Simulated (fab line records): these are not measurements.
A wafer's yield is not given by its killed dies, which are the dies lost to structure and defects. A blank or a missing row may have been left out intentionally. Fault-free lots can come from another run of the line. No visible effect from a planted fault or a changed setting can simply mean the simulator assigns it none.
8D (eight disciplines) problem report, filled in by code | flow n5-finfet | the parts of the form that need people (team, actions taken, sign-off) are left out

1. PROBLEM STATEMENT
Wafers without a fault read 30.1 s, standard deviation 0.64; barrier-field-endpoint-s at N5_BEOL_M13_CMP_49 reads a mean of 18.0 s on 6 wafers belonging to 2 lots. That is -19 standard deviations from the usual mean.
The step: polishes, stops on SiOC, t overpolish 17.1 s, target thk 420 nm.
The first sign was on wafer L972.2 at day 14 18:37, on cmp-04. The record holds 27 wafers of 9 lots with a number at this step. Rule for "out" (also "out of limits"): further than 4 standard deviations from the usual mean. All remaining wafers that have a number are taken as sound.

2. WHAT IT IS, WHAT IT ISN'T
question                    | is                       | is not
which readings at this step | barrier-field-endpoint-s | edge-zone-pressure-frac, motor-current-A
which lots                  | L972, L973               | L964, L966, L979, L980, L982, L983, L984
which wafers of those lots  | all that have a number   | -
read on which tools         | cmp-04                   | cmp-02, cmp-03
when                        | from day 14 18:37        | up to then (6 sound wafers); but 15 sound wafers of L979, L980, L982, L983, L984 came after

3. SUSPECTS, AND WHAT RULES EACH OUT
Counting: a tool at a process step up to the reading stays a suspect if it ran every lot that is out and no sound lot after the first of them.
- pvd-sputter-01 at N5_BEOL_M13_SPUTTER_44 (material Ta, target thk 10 nm, time 16.13 s): ruled out as a lasting fault. After its first lot that is out, L972 (day 14 17:55), sound lots L980, L979, L982, L984 ran on it.
- cmp-04 at N5_BEOL_M13_CMP_49 (polishes, stops on SiOC, t overpolish 17.1 s, target thk 420 nm): ruled out as a lasting fault. After its first lot that is out, L972 (day 14 18:37), sound lots L980, L979, L982, L983 ran on it.
Left after counting: nothing in the record.

4. THE CAUSE (what the simulator had put in)
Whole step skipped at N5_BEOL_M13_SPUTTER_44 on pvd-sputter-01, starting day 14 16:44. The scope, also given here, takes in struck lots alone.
Counting ruled it out, wrongly: the rule takes a fault to strike every lot that its tool runs from its start on, and this one did not.

5. SEQUENCE OF EFFECTS, ordered by route
Each row: a reading where the mean over the struck wafers with a number is more than 3 standard deviations away from the usual. Scope: only readings with a usual standard deviation given in the record; hours: median across lots of the time from each lot's start at the first step in this table that gives one to its start at this step; sigmas: change in usual standard deviations.
hours | step                    | reading                  | usual  | on struck wafers | change | sigmas
0     | N5_BEOL_M13_CMP_49      | barrier-field-endpoint-s | 30.1 s | 18.0             | -12.1  | -19
31    | N5_PASSIVATION_PROBE_49 | defect-limited-yield     | 91.1 % | 82.6             | -8.5   | -6.1
31    | N5_PASSIVATION_PROBE_49 | killed_at_M4_up          | 14     | 116              | +102   | +20
31    | N5_PASSIVATION_PROBE_49 | killed-dies              | 105    | 206              | +101   | +6.3
31    | N5_PASSIVATION_PROBE_49 | sort_bin_5_function      | 5.2 %  | 13.7             | +8.5   | +9.5
31    | N5_PASSIVATION_PROBE_49 | sort-n-pass              | 1074   | 974              | -100   | -6.2
31    | N5_PASSIVATION_PROBE_49 | sort-yield-pct           | 91.1 % | 82.6             | -8.5   | -6.1
Its process steps:
- N5_BEOL_M13_CMP_49: polishes, stops on SiOC, t overpolish 17.1 s, target thk 420 nm.
- N5_PASSIVATION_PROBE_49
Readings that are blank on the struck wafers while sound wafers have them: bias-v at N5_BEOL_M13_SPUTTER_44; cathode-dc-power-W at N5_BEOL_M13_SPUTTER_44; susceptor-temp-C at N5_BEOL_M13_SPUTTER_44; throttle-valve-pct at N5_BEOL_M13_SPUTTER_44.
Later measuring or inspecting steps at which every struck wafer that the step has a row for has a number for every such reading, and none has moved that far: N5_BEOL_M13_THK_MEAS_50.

6. HOW IT WOULD HAVE BEEN CAUGHT EARLIER
2 hours passed between the start of the fault at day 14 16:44 and the first reading out of limits in this record, taken at day 14 18:37.
At N5_BEOL_M13_SPUTTER_44 the tool's readings are blank on the struck wafers, where sound wafers have them: an empty tool record is the first sign, and it was there at once.
